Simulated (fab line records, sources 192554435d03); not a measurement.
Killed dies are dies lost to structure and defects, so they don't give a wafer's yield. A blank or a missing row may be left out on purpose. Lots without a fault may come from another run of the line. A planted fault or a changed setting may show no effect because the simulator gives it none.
A struck lot beside a sound one | flow n5_finfet | 14 steps out of a route of 1938
Sound: wafers L758.1, L758.2, L758.3. Struck: wafers L764.1, L764.5, L764.6. The cause comes at the end.
At each step with rows: each side's tool, then ch and its chambers, then its first start. Under that, the readings that differ: sound wafers | struck wafers | difference of the means | sigmas: that difference in standard deviations of wafers without a fault.
alike: readings whose means differ by less than 2 such deviations, and words and numbers that are the same on both sides. not compared: withheld readings, readings that some wafer has no value for, bounds like >300 that may hide the same value, and numbers for which the record gives no deviation and whose values overlap.
The two part at a step that has a row with sigmas, a row that says differs or no value, or rows on one side only. Numbers that don't overlap but have no deviation are shown without sigmas and don't part them. A reading that every wafer of one side lacks parts them only if that side has two wafers or more.

first, 1 step without rows for these wafers: N5_BEOL_M5_STRIP_73 (strips in N2/H2).
N5_BEOL_M5_STRIP_64: strips in CF4.
  sound on rie_diel-03 ch 0,1,3, day 10 06:41; struck on rie_diel-06 ch 2,3, day 11 23:52
  alike: drypump_motor_current_A, oes_product_au, rf_vpp_V, showerhead_plenum_p_Torr, throttle_valve_pct
  not compared: rf_hours_counter_h
N5_BEOL_M5_HM_OPEN_17: chemistry Cl2/BCl3, target TiN, target depth 20 nm, overetch 6 nm.
  sound on rie_metal-02 ch 0,1, day 10 06:43; struck on rie_metal-01 ch 0,1, day 11 23:54
  alike: bcl3_flow_sccm, drypump_motor_current_A, oes_product_au, throttle_valve_pct
  not compared: rf_hours_counter_h
N5_BEOL_M5_STRIP_19: strips in O2.
  sound on rie_diel-06 ch 0,2,3, day 10 06:50; struck on rie_diel-06 ch 0,2,3, day 12 00:01
  alike: drypump_motor_current_A, oes_product_au, rf_vpp_V, showerhead_plenum_p_Torr, throttle_valve_pct
  not compared: rf_hours_counter_h
N5_BEOL_M5_CD_MEAS_18: pitch 56 nm, target cd 28 nm.
  sound on cd_sem-02, day 10 06:54; struck on cd_sem-01, day 12 00:05
  alike: cd_nm
then, 7 steps without rows for these wafers: N5_BEOL_M5_COAT_65 (time 60 s, resist thk 60 nm); N5_BEOL_M5_COAT_66 (time 60 s, resist thk 12 nm); N5_BEOL_M5_COAT_74 (time 60 s, resist thk 5 nm); N5_BEOL_M5_COAT_22 (resist thk 30 nm); N5_BEOL_M5_EBR_24; N5_BEOL_M5_SOFTBAKE_23 (time 60 s); N5_BEOL_M5_EXPOSE_25 (exposes mask V4, defocus 10 nm).
N5_BEOL_M5_PEB_26: peb time 60 s.
  sound on litho_track-05 ch 0, day 10 07:38; struck on litho_track-05, day 12 00:26
  no value came back on the struck wafers for chill_plate_temp_C (C), exhaust_pa (Pa), heater_power_total_W (W), plate_temp_C (C); on the sound wafers chill_plate_temp_C (C) reads 23.01 22.85 23.03
then, 1 step without rows for these wafers: N5_BEOL_M5_DEVELOP_27 (develop time 30 s).

WHERE THEY PART
Only at N5_BEOL_M5_PEB_26, within this record.

WHY: what the simulator had put in
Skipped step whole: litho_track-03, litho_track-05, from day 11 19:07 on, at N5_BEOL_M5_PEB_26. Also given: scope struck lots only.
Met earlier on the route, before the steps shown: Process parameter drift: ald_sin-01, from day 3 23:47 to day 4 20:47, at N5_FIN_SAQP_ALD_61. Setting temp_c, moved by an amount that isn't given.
